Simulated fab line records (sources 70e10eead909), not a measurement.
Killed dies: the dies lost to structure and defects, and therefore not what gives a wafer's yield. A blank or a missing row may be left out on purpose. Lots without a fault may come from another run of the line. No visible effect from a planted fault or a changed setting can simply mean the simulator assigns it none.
Chamber matching ; flow nandHarc ; aldMetal-01 running NHARC_A_WL_FILL_ALD_02: 4 sister chambers
The step deposits TiN, target thk 2 nm, pulse time 3 s, ald cycles 100. 4 wafers are shown with their chamber, then 10 later ones without.

== WAFERS, EACH WITH ITS CHAMBER ==
wafer;chamber;heaterPowerW (W)
L085.1;2;1107
L088.4;0;993
L090.3;3;1109
L090.5;1;1159

== WAFERS WITH NO CHAMBER GIVEN ==
wafer;heaterPowerW (W)
L090.6;1017
L093.1;996
L093.4;1114
L093.5;1146
L094.1;1039
L094.3;1109
L094.5;1144
L097.2;1153
L097.3;1145
L097.6;1117

== WHICH CHAMBER EACH WENT THROUGH ==
wafer;from the rows above;in truth
L090.6;0;0
L093.1;0;0
L093.4;can't be placed: 3 or 2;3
L093.5;can't be placed: 1 or 3 or 2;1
L094.1;can't be placed: 0 or 2 or 3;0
L094.3;can't be placed: 3 or 2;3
L094.5;can't be placed: 1 or 3 or 2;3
L097.2;1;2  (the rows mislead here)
L097.3;can't be placed: 1 or 3 or 2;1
L097.6;can't be placed: 3 or 2 or 1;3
2 of 10 placed correctly. Cannot be placed on the basis of these rows: 7; the candidates contain the true chamber in 7. Wrongly placed: 1.
How it was worked out, from the rows above alone: a wafer's distance from a chamber is the root of the sum, over the readings, of the square of ((its reading less the chamber's mean) divided by the reading's scatter). The wafer belongs to the nearest chamber; if the next one is less than 2 further off, it can't be placed. Each chamber's mean is taken over the wafers shown for it. The scatter: root of mean squared gap, hidden wafer to nearest shown wafer, with one shown wafer a chamber.
